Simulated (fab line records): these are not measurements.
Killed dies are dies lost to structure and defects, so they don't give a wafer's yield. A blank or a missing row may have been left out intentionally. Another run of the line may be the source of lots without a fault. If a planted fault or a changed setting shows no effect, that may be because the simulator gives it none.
Which tool is to blame? | flow n5_finfet | 30 wafers from 10 lots sampled at 2 of the route's 1938 steps

WHAT THE GAUGES READ, wafer by wafer
N5_BEOL_M9_OVL_MEAS_29.
lot  | measured     | on         | V8_OVL (nm)
L159 | day 10 03:52 | overlay-02 | 0.8 -0.6 -0.2
L161 | day 10 12:28 | overlay-02 | -0.3 0.2 0.3
L162 | day 10 18:39 | overlay-02 | -0.9 -0.6 -0.2
L163 | day 10 21:17 | overlay-02 | -0.3 -0.3 -0.2
L165 | day 11 10:47 | overlay-02 | -1.6 -1.3 -0.8
L168 | day 12 18:23 | overlay-01 | -0.1 -0.7 -0.5
L170 | day 12 19:25 | overlay-02 | -0.7 0.0 -0.3
L171 | day 13 01:17 | overlay-02 | -1.3 -1.0 -0.8
L173 | day 13 19:31 | overlay-02 | -0.4 -0.4 0.0
L176 | day 14 05:46 | overlay-02 | -0.1 1.4 0.5

EACH LOT AND THE TOOL THAT RAN IT (in order: tool; ch and the chambers of the sampled wafers; start)
lot  | N5_BEOL_M9_ETCH_62
L159 | rie_diel-03 ch 1,3, day 10 03:01
L161 | rie_diel-03 ch 0,1, day 10 10:41
L162 | rie_diel-03 ch 0,1, day 10 17:57
L163 | rie_diel-05 ch 0,1,3, day 10 19:52
L165 | rie_diel-06 ch 1,2,3, day 11 08:29
L168 | rie_diel-05 ch 0,1,3, day 12 17:32
L170 | rie_diel-06 ch 0,3, day 12 17:44
L171 | rie_diel-05 ch 0,1, day 12 22:52
L173 | rie_diel-03 ch 0,1, day 13 16:26
L176 | rie_diel-06 ch 1,3, day 14 04:36
- N5_BEOL_M9_ETCH_62: etches SOC in N2/H2, target depth 110 nm, overetch 22 nm, time 165 s.

AS READ BY THE TOOLS THEMSELVES (means over the sampled wafers that have a number; for cases with no such wafer, the mark the record gives instead)
N5_BEOL_M9_ETCH_62.
lot  | tool        | bias_w (W) | chamber_pressure_mTorr (mTorr) | drypump_motor_current_A (A) | oes_product_au (a.u.) | rf_vpp_V (V) | showerhead_plenum_p_Torr (Torr) | throttle_valve_pct (%)
L159 | rie_diel-03 | 149.6      | 29.992                         | 5.6                         | 0.61                  | 523.2        | 2.49                            | 18.05
L161 | rie_diel-03 | 149.9      | 29.971                         | 5.9                         | 0.59                  | 521.2        | 2.45                            | 18.08
L162 | rie_diel-03 | 149.7      | 30.006                         | 5.9                         | 0.59                  | 521.4        | 2.45                            | 18.09
L163 | rie_diel-05 | 150.2      | 29.978                         | 5.9                         | 0.66                  | 523.5        | 2.55                            | 17.82
L165 | rie_diel-06 | 149.9      | 30.000                         | 5.8                         | 0.64                  | 524.6        | 2.58                            | 17.97
L168 | rie_diel-05 | 150.7      | 29.972                         | 5.9                         | 0.65                  | 523.9        | 2.54                            | 17.84
L170 | rie_diel-06 | 150.0      | 29.962                         | 5.8                         | 0.64                  | 523.9        | 2.53                            | 18.04
L171 | rie_diel-05 | 150.3      | 29.975                         | 5.8                         | 0.60                  | 522.4        | 2.48                            | 17.71
L173 | rie_diel-03 | 149.4      | 30.021                         | 5.7                         | 0.58                  | 521.9        | 2.48                            | 18.16
L176 | rie_diel-06 | 149.4      | 30.000                         | 5.9                         | 0.64                  | 525.5        | 2.61                            | 18.03

THE ANSWER, worked out from the rows above alone
Rule: the lots themselves supply what counts as usual. Put in order of their means at a reading, lots are off if they are a third of the lots or fewer, leave a main group of 4 or more, and stand apart from it by a gap of 3 or more times the standard deviation of the main group's means; of several such gaps the widest counts. If all means in a main group match to the digits the tables above print for the reading, that group is not used. A lot without any number at a reading at which 4 lots or more have one is off too. The other lots that the step has rows for count as sound. The gauges are gone through in route order, then the tools' own readings, and for those a lot's mean is taken as printed above. The first step at which some lot is off is used, and at that step the reading that is off furthest; a lot without a number counts as furthest.
No lot is off on any of the readings shown, so nothing can be concluded from this.

WHAT THE SIMULATOR HAD PUT IN
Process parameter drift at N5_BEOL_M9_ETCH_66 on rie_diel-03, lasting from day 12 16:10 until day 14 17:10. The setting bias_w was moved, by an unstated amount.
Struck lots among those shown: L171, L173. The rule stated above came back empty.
